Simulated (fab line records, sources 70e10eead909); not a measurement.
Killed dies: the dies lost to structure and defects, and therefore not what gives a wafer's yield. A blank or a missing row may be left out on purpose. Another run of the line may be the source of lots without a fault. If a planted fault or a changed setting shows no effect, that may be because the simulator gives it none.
Matching of chambers    flow nand-harc    4 sister chambers for NHARC_A_STAIRCASE_TRIM_229 on rie-diel-08
The step chemistry O2, time 211.2 s. 8 wafers are shown with their chamber, then 8 later ones without.

## WAFERS WITH THEIR CHAMBER
wafer   chamber  showerhead-plenum-p-Torr (Torr)  drypump-motor-current-A (A)
L074.2  1        3.32                             5.6
L081.1  1        3.31                             5.6
L082.2  0        3.65                             6.2
L082.3  3        3.41                             5.4
L088.2  3        3.41                             5.4
L088.4  2        3.77                             5.3
L088.5  0        3.65                             6.2
L089.2  2        3.77                             5.4

## WAFERS MISSING THEIR CHAMBER
wafer   showerhead-plenum-p-Torr (Torr)  drypump-motor-current-A (A)
L089.3  3.65                             6.2
L089.4  3.41                             5.5
L092.1  3.64                             6.2
L092.2  3.76                             5.4
L092.6  3.40                             5.5
L091.3  3.64                             6.2
L091.4  3.76                             5.3
L091.5  3.64                             6.2

## WHICH CHAMBER EACH WENT THROUGH
wafer   from the rows above  in truth
L089.3  0                    0
L089.4  3                    3
L092.1  0                    0
L092.2  2                    2
L092.6  3                    3
L091.3  0                    0
L091.4  2                    2
L091.5  0                    0
8 of 8 placed correctly. Number that these rows cannot place: 0. 0 placed wrongly.
How it was worked out, from the rows above alone: a wafer's distance from a chamber is the root of the sum, over the readings, of the square of ((its reading less the chamber's mean) divided by the reading's scatter). If the next closest chamber is less than 2 further off than the closest, the wafer can't be placed; otherwise it belongs to the closest. The mean given for a chamber averages the wafers shown for that chamber. How the scatter is found: for the shown wafers, subtract from each reading the mean of its chamber, square and add these, divide the total by (wafers less chambers), then take the root.
